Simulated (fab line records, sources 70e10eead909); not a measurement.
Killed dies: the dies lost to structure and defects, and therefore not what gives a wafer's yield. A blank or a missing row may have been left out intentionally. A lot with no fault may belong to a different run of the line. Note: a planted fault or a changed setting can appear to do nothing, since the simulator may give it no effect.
Matching of chambers || flow nand harc || ald hk-03 running NHARC_A_STAIRCASE_ALD_420: 4 sister chambers
The step deposits SiO2, target thk 20 nm, pulse time 6 s, ald cycles 200. 16 wafers are shown with their chamber, then 8 later ones without.

## WAFERS PAIRED WITH THEIR CHAMBERS
{"wafer": "L077.1", "chamber": 1, "heater power w (W)": 468, "precursor pulse height rel": 1.015}
{"wafer": "L077.3", "chamber": 0, "heater power w (W)": 436, "precursor pulse height rel": 1.015}
{"wafer": "L077.4", "chamber": 3, "heater power w (W)": 547, "precursor pulse height rel": 0.965}
{"wafer": "L079.1", "chamber": 3, "heater power w (W)": 549, "precursor pulse height rel": 1.014}
{"wafer": "L079.4", "chamber": 2, "heater power w (W)": 456, "precursor pulse height rel": 0.984}
{"wafer": "L079.6", "chamber": 1, "heater power w (W)": 463, "precursor pulse height rel": 1.001}
{"wafer": "L082.2", "chamber": 3, "heater power w (W)": 554, "precursor pulse height rel": 0.978}
{"wafer": "L082.5", "chamber": 1, "heater power w (W)": 459, "precursor pulse height rel": 0.974}
{"wafer": "L082.6", "chamber": 2, "heater power w (W)": 463, "precursor pulse height rel": 1.031}
{"wafer": "L086.2", "chamber": 0, "heater power w (W)": 438, "precursor pulse height rel": 0.995}
{"wafer": "L086.4", "chamber": 1, "heater power w (W)": 474, "precursor pulse height rel": 1.038}
{"wafer": "L086.6", "chamber": 3, "heater power w (W)": 554, "precursor pulse height rel": 0.975}
{"wafer": "L089.2", "chamber": 1, "heater power w (W)": 455, "precursor pulse height rel": 1.022}
{"wafer": "L089.3", "chamber": 0, "heater power w (W)": 433, "precursor pulse height rel": 1.031}
{"wafer": "L089.4", "chamber": 3, "heater power w (W)": 548, "precursor pulse height rel": 1.008}
{"wafer": "L093.1", "chamber": 1, "heater power w (W)": 457, "precursor pulse height rel": 1.038}

SIGNATURES, as means of the wafers listed above
{"reading": "heater power w", "chamber 0": 435.67, "chamber 1": 462.67, "chamber 2": 459.50, "chamber 3": 550.40, "scatter within a chamber": 5.35}
{"reading": "precursor pulse height rel", "chamber 0": 1.01367, "chamber 1": 1.01467, "chamber 2": 1.00750, "chamber 3": 0.98800, "scatter within a chamber": 0.0235}
Rule: distance of a wafer from a chamber = root of the sum over the readings of ((wafer's reading minus chamber's mean) / reading's scatter) squared. The wafer belongs to the nearest chamber; if the next one is less than 2 further off, it can't be placed. How the scatter is found: for the shown wafers, subtract from each reading the mean of its chamber, square and add these, divide the total by (wafers less chambers), then take the root.

## WAFERS WITHOUT THEIR CHAMBER
{"wafer": "L093.4", "heater power w (W)": 465, "precursor pulse height rel": 1.009}
{"wafer": "L093.5", "heater power w (W)": 457, "precursor pulse height rel": 1.032}
{"wafer": "L096.3", "heater power w (W)": 567, "precursor pulse height rel": 1.001}
{"wafer": "L096.4", "heater power w (W)": 432, "precursor pulse height rel": 0.987}
{"wafer": "L096.5", "heater power w (W)": 567, "precursor pulse height rel": 1.022}
{"wafer": "L096.1", "heater power w (W)": 438, "precursor pulse height rel": 0.991}
{"wafer": "L096.2", "heater power w (W)": 452, "precursor pulse height rel": 0.980}
{"wafer": "L096.6", "heater power w (W)": 438, "precursor pulse height rel": 1.006}

## THE CHAMBER EACH PASSED THROUGH
{"wafer": "L093.4", "from the rows above": "can't be placed: 1 or 2", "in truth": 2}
{"wafer": "L093.5", "from the rows above": "can't be placed: 2 or 1", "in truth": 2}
{"wafer": "L096.3", "from the rows above": 3, "in truth": 3}
{"wafer": "L096.4", "from the rows above": 0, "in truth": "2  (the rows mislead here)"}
{"wafer": "L096.5", "from the rows above": 3, "in truth": 3}
{"wafer": "L096.1", "from the rows above": 0, "in truth": 0}
{"wafer": "L096.2", "from the rows above": "can't be placed: 2 or 1 or 0", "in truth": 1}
{"wafer": "L096.6", "from the rows above": 0, "in truth": 0}
4 of 8 placed correctly. Not placeable from these rows: 3 (in 3, the candidates include the true chamber). Number placed wrongly: 1.
